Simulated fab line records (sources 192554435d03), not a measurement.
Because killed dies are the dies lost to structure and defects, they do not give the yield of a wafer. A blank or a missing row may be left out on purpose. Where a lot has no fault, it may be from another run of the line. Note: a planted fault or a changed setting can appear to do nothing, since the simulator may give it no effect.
Matching of chambers / flow n5Finfet / aldSin-04 running N5_BEOL_M0_SAQP_ALD_48: 4 sister chambers
The step deposits SiO2, target thk 20 nm, pulse time 1 s, co reactant pulse time 1 s. 16 wafers are shown with their chamber, then 8 later ones without.

EACH WAFER AND ITS CHAMBER
wafer=L078.1; chamber=0; heaterPowerW (W)=69; precursorPulseHeightRel=1.000
wafer=L078.3; chamber=3; heaterPowerW (W)=81; precursorPulseHeightRel=1.015
wafer=L078.5; chamber=2; heaterPowerW (W)=83; precursorPulseHeightRel=1.001
wafer=L079.1; chamber=1; heaterPowerW (W)=91; precursorPulseHeightRel=0.991
wafer=L079.5; chamber=0; heaterPowerW (W)=70; precursorPulseHeightRel=1.016
wafer=L079.6; chamber=3; heaterPowerW (W)=83; precursorPulseHeightRel=0.999
wafer=L080.1; chamber=1; heaterPowerW (W)=88; precursorPulseHeightRel=0.981
wafer=L080.4; chamber=0; heaterPowerW (W)=70; precursorPulseHeightRel=1.015
wafer=L080.6; chamber=2; heaterPowerW (W)=87; precursorPulseHeightRel=0.993
wafer=L084.1; chamber=1; heaterPowerW (W)=88; precursorPulseHeightRel=0.961
wafer=L084.2; chamber=0; heaterPowerW (W)=69; precursorPulseHeightRel=1.022
wafer=L084.3; chamber=2; heaterPowerW (W)=82; precursorPulseHeightRel=0.981
wafer=L087.2; chamber=1; heaterPowerW (W)=89; precursorPulseHeightRel=0.999
wafer=L087.3; chamber=2; heaterPowerW (W)=85; precursorPulseHeightRel=1.032
wafer=L087.6; chamber=2; heaterPowerW (W)=87; precursorPulseHeightRel=0.993
wafer=L094.1; chamber=2; heaterPowerW (W)=85; precursorPulseHeightRel=0.964

SIGNATURES, as means of the wafers listed above
reading=heaterPowerW; chamber 0=69.50; chamber 1=89.00; chamber 2=84.83; chamber 3=82.00; scatter within a chamber=1.58
reading=precursorPulseHeightRel; chamber 0=1.01325; chamber 1=0.98300; chamber 2=0.99400; chamber 3=1.00700; scatter within a chamber=0.0177
Rule: for a wafer and a chamber, the distance is found by dividing, reading by reading, the gap between the wafer's reading and the chamber's mean by the reading's scatter, squaring, summing and taking the root. If the next closest chamber is less than 2 further off than the closest, the wafer can't be placed; otherwise it belongs to the closest. The scatter: take each reading less its chamber's mean, square it, sum over the shown wafers, divide by the number of wafers less the number of chambers, and take the root.

WAFERS WITHOUT THEIR CHAMBER
wafer=L094.2; heaterPowerW (W)=71; precursorPulseHeightRel=0.984
wafer=L094.6; heaterPowerW (W)=83; precursorPulseHeightRel=1.013
wafer=L095.1; heaterPowerW (W)=89; precursorPulseHeightRel=1.001
wafer=L095.2; heaterPowerW (W)=70; precursorPulseHeightRel=0.942
wafer=L095.4; heaterPowerW (W)=86; precursorPulseHeightRel=1.009
wafer=L097.1; heaterPowerW (W)=90; precursorPulseHeightRel=0.988
wafer=L097.2; heaterPowerW (W)=71; precursorPulseHeightRel=1.025
wafer=L097.5; heaterPowerW (W)=88; precursorPulseHeightRel=1.017

CHAMBER TAKEN BY EACH
wafer=L094.2; from the rows above=0; in truth=0
wafer=L094.6; from the rows above=can't be placed: 3 or 2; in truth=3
wafer=L095.1; from the rows above=can't be placed: 1 or 2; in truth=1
wafer=L095.2; from the rows above=0; in truth=0
wafer=L095.4; from the rows above=can't be placed: 2 or 1 or 3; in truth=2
wafer=L097.1; from the rows above=1; in truth=1
wafer=L097.2; from the rows above=0; in truth=0
wafer=L097.5; from the rows above=can't be placed: 1 or 2 or 3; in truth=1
Placed correctly: 4 of 8. Unplaceable from these rows: 4, with the true chamber sitting among the candidates in 4. Placed wrongly: 0.
